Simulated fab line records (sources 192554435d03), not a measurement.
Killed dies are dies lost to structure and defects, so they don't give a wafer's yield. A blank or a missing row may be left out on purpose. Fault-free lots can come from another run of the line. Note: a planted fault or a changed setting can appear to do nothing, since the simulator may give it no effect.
What tool caused it? -- flow n5_finfet -- Sampling: 10 lots, 30 wafers, 5 of 1938 route steps

WHAT THE GAUGES READ, wafer by wafer
N5_FIN_SAQP_CD_MEAS_27: the cd target is 20 nm. Usual: 20.32 nm for cd_nm, sd 0.26.
lot,measured,on,cd_nm (nm),flag
L461,day 2 13:57,cd_sem-01,20.29 20.57 20.49,
L464,day 3 05:47,cd_sem-01,20.74 20.36 20.31,
L467,day 4 00:02,cd_sem-01,20.94 20.15 20.33,
L474,day 5 18:49,cd_sem-01,20.45 20.63 20.20,
L476,day 6 09:10,cd_sem-02,20.11 20.44 19.73,
L477,day 6 13:41,cd_sem-01,20.14 20.33 20.47,
L478,day 6 18:25,cd_sem-03,20.44 20.27 20.26,
L480,day 7 05:16,cd_sem-02,20.23 20.51 20.59,
L481,day 7 11:59,cd_sem-01,20.39 20.30 20.23,
L482,day 7 19:10,cd_sem-01,20.13 19.91 20.10,

N5_BEOL_M4_RC_MEAS_101. Usual: DIBL_N 37.3 mV/V, standard deviation 2.3; DIBL_P 37.4 mV/V, standard deviation 2.9; IOFF_N 0.18 nA/um, standard deviation 0.045; IOFF_P 0.25 nA/um, standard deviation 0.054; ION_N 679 uA/um, standard deviation 15; ION_P 468 uA/um, standard deviation 9.7; SS_N 71.8 mV/dec, standard deviation 0.62; SS_P 73.6 mV/dec, standard deviation 0.76; VT_N 248 mV, standard deviation 4.1; VT_P -248 mV, standard deviation 3.6.
lot,measured,on,DIBL_N (mV/V),DIBL_P (mV/V),IOFF_N (nA/um),IOFF_P (nA/um),ION_N (uA/um),ION_P (uA/um),SS_N (mV/dec),SS_P (mV/dec),VT_N (mV),VT_P (mV),flag
L461,day 8 21:56,prober-02,33.6 32.9 37.0,32.9 33.4 36.0,0.12 0.12 0.18,0.20 0.20 0.24,655 667 675,456 469 464,71.0 70.7 71.3,73.3 72.9 73.5,252 255 247,-247 -248 -249,
L464,day 9 03:22,prober-02,39.0 40.6 37.3,39.4 43.2 38.2,0.20 0.26 0.17,0.25 0.31 0.22,681 693 698,464 473 469,71.6 72.8 72.0,74.0 74.9 73.0,247 243 248,-249 -248 -251,
L467,day 10 00:09,prober-02,40.4 38.3 38.9,39.5 36.6 38.0,0.25 0.18 0.20,0.31 0.26 0.27,708 667 701,483 464 481,72.6 71.1 72.2,74.4 73.6 73.5,242 246 245,-243 -245 -245,
L474,day 11 22:19,prober-01,41.3 36.2 35.9,41.0 35.4 33.3,0.29 0.17 0.14,0.34 0.23 0.19,697 689 667,476 479 455,71.5 71.1 71.7,74.8 73.6 72.6,239 246 251,-244 -246 -250,
L480,day 13 07:53,prober-02,40.7 35.8 39.5,41.8 35.6 41.2,0.23 0.14 0.22,0.30 0.20 0.28,679 662 677,467 462 464,72.8 71.7 73.2,73.9 73.1 74.6,244 252 246,-248 -252 -249,
L481,day 13 12:40,prober-01,38.2 38.9 34.8,37.6 41.0 34.9,0.17 0.22 0.12,0.22 0.31 0.19,663 688 654,455 470 460,72.4 72.6 71.5,73.6 74.6 73.9,254 244 257,-252 -246 -251,
L482,day 13 13:46,prober-02,38.2 37.2 34.7,36.8 36.0 33.0,0.19 0.18 0.13,0.30 0.26 0.21,680 681 675,476 468 472,71.5 71.3 71.0,73.7 73.0 72.6,246 246 251,-242 -246 -248,

EACH LOT AND THE TOOL THAT RAN IT (in order: tool; ch and the chambers of the sampled wafers; start)
lot,N5_FIN_SAQP_STRIP_55,N5_FIN_SAQP_RECESS_75,N5_FIN_SAQP_ETCH_67
L461,"rie_diel-06 ch 1,2, day 2 12:13","vapor_etch-02 ch 0,1, day 2 12:39","rie_diel-04 ch 2,3, day 2 14:50"
L464,"rie_diel-04 ch 0,2, day 3 03:57","vapor_etch-01 ch 0,1, day 3 04:16","rie_diel-02 ch 0,1,2, day 3 07:05"
L467,"rie_diel-02 ch 0,2,3, day 3 22:20","vapor_etch-01 ch 0,1, day 3 22:47","rie_diel-02 ch 0,2,3, day 4 00:49"
L474,"rie_diel-06 ch 1,2, day 5 17:11","vapor_etch-02 ch 0,1, day 5 17:31","rie_diel-06 ch 0,1, day 5 19:49"
L476,"rie_diel-02 ch 2,3, day 6 05:53","vapor_etch-02 ch 0,1, day 6 06:14","rie_diel-02 ch 0,1,3, day 6 09:56"
L477,"rie_diel-06 ch 0,1,3, day 6 12:01","vapor_etch-01 ch 0,1, day 6 12:20","rie_diel-04 ch 0,1,2, day 6 14:31"
L478,"rie_diel-02 ch 0,2, day 6 16:20","vapor_etch-02 ch 0,1, day 6 16:39","rie_diel-02 ch 1,3, day 6 19:14"
L480,"rie_diel-02 ch 2,3, day 7 03:38","vapor_etch-02 ch 0,1, day 7 03:58","rie_diel-02 ch 0,1,3, day 7 06:18"
L481,"rie_diel-06 ch 1,3, day 7 10:05","vapor_etch-01 ch 1, day 7 10:26","rie_diel-02 ch 0,1,2, day 7 12:46"
L482,"rie_diel-02 ch 0,1,3, day 7 17:32","vapor_etch-02 ch 0,1, day 7 17:58","rie_diel-04 ch 0,3, day 7 19:56"
- N5_FIN_SAQP_STRIP_55: strips in N2/H2.
- N5_FIN_SAQP_RECESS_75: chemistry HF/NH3, target SiO2, target depth 14.4 nm, afs cycles 3, sublimation time 60 s.
- N5_FIN_SAQP_ETCH_67: etches SiNx in CH3F/O2, target depth 30 nm.

AS READ BY THE TOOLS THEMSELVES (means over the sampled wafers that have a number; for cases with no such wafer, the mark the record gives instead)
N5_FIN_SAQP_STRIP_55. Usual: for drypump_motor_current_A, 5.6 A with a standard deviation of 0.39; for n2_flow_sccm, 300.1 sccm with a standard deviation of 0.94; for oes_product_au, 0.79 a.u. with a standard deviation of 0.09; for power_w, 500.1 W with a standard deviation of 1.4; for rf_vpp_V, 121.6 V with a standard deviation of 1.4; for showerhead_plenum_p_Torr, 3.35 Torr with a standard deviation of 0.094; for throttle_valve_pct, 18.9 % with a standard deviation of 0.42.
lot,tool,drypump_motor_current_A (A),n2_flow_sccm (sccm),oes_product_au (a.u.),power_w (W),rf_vpp_V (V),showerhead_plenum_p_Torr (Torr),throttle_valve_pct (%),flag
L461,rie_diel-06,5.7,299.4,0.75,501.5,122.1,3.38,19.5,
L464,rie_diel-04,6.1,300.0,0.76,498.8,122.3,3.44,18.8,
L467,rie_diel-02,5.3,300.7,0.81,500.1,122.5,3.44,18.9,
L474,rie_diel-06,6.0,299.9,0.90,500.8,123.0,3.33,19.1,
L476,rie_diel-02,5.1,300.4,0.84,500.7,121.1,3.38,19.1,
L477,rie_diel-06,5.8,299.6,0.84,500.8,121.0,3.30,18.9,
L478,rie_diel-02,5.2,301.0,0.74,499.0,122.3,3.49,18.8,
L480,rie_diel-02,5.1,299.9,0.83,500.1,122.1,3.37,19.2,
L481,rie_diel-06,6.0,300.8,0.91,499.9,121.2,3.28,18.9,
L482,rie_diel-02,5.6,300.5,0.78,501.4,123.3,3.32,18.8,

N5_FIN_SAQP_RECESS_75. Usual: drypump_motor_current_A 5.73 A, standard deviation 0.21; sublimation_temp_c 179.99 C, standard deviation 0.16.
lot,tool,drypump_motor_current_A (A),sublimation_temp_c (C),flag
L461,vapor_etch-02,5.52,180.07,
L464,vapor_etch-01,5.95,180.00,
L467,vapor_etch-01,5.84,180.03,
L474,vapor_etch-02,5.52,180.09,
L476,vapor_etch-02,-,-,OFF
L477,vapor_etch-01,-,-,OFF
L478,vapor_etch-02,-,-,OFF
L480,vapor_etch-02,5.50,179.93,
L481,vapor_etch-01,5.72,180.07,
L482,vapor_etch-02,5.60,180.06,

N5_FIN_SAQP_ETCH_67. Usual: bias_w 72.99 W, standard deviation 0.22; drypump_motor_current_A 5.6 A, standard deviation 0.4; oes_product_au 0.79 a.u., standard deviation 0.082; rf_vpp_V 294 V, standard deviation 8.6; showerhead_plenum_p_Torr 1.99 Torr, standard deviation 0.052; throttle_valve_pct 16.37 %, standard deviation 0.17.
lot,tool,bias_w (W),drypump_motor_current_A (A),oes_product_au (a.u.),rf_vpp_V (V),showerhead_plenum_p_Torr (Torr),throttle_valve_pct (%),flag
L461,rie_diel-04,72.77,5.7,0.80,290,1.98,16.38,
L464,rie_diel-02,72.83,5.5,0.76,297,2.01,16.15,
L467,rie_diel-02,72.95,5.3,0.82,299,2.03,16.24,
L474,rie_diel-06,73.15,6.0,0.87,302,1.96,16.44,
L476,rie_diel-02,73.05,5.6,0.78,297,1.97,16.28,
L477,rie_diel-04,73.20,5.7,0.74,288,1.99,16.48,
L478,rie_diel-02,72.90,5.4,0.84,294,1.94,16.32,
L480,rie_diel-02,73.00,5.6,0.78,298,1.97,16.30,
L481,rie_diel-02,73.03,5.4,0.73,295,2.00,16.21,
L482,rie_diel-04,72.88,5.7,0.76,291,1.99,16.47,

THE ANSWER, worked out from the rows above alone
Rule: a lot is off if the mean of its wafers that have a number lies more than 3 standard deviations from the usual mean. Also off: a lot with no number at a reading for which 4 or more lots have one. The other lots that the step has rows for count as sound. First the gauges in route order, then the tools' own readings, where a lot's mean is used as printed above. At the first step where some lot is off, the reading lying furthest off is the one used; lots without a number count as furthest.
Off: L476, L477, L478, at N5_FIN_SAQP_RECESS_75 (drypump_motor_current_A). Without a number there: L476, L477, L478.
If a tool, at that step or one of the process steps before it, ran each lot that is off and ran no sound lot following the first of them, it fits. Not one of the candidates tried fits.

WHAT THE SIMULATOR HAD PUT IN
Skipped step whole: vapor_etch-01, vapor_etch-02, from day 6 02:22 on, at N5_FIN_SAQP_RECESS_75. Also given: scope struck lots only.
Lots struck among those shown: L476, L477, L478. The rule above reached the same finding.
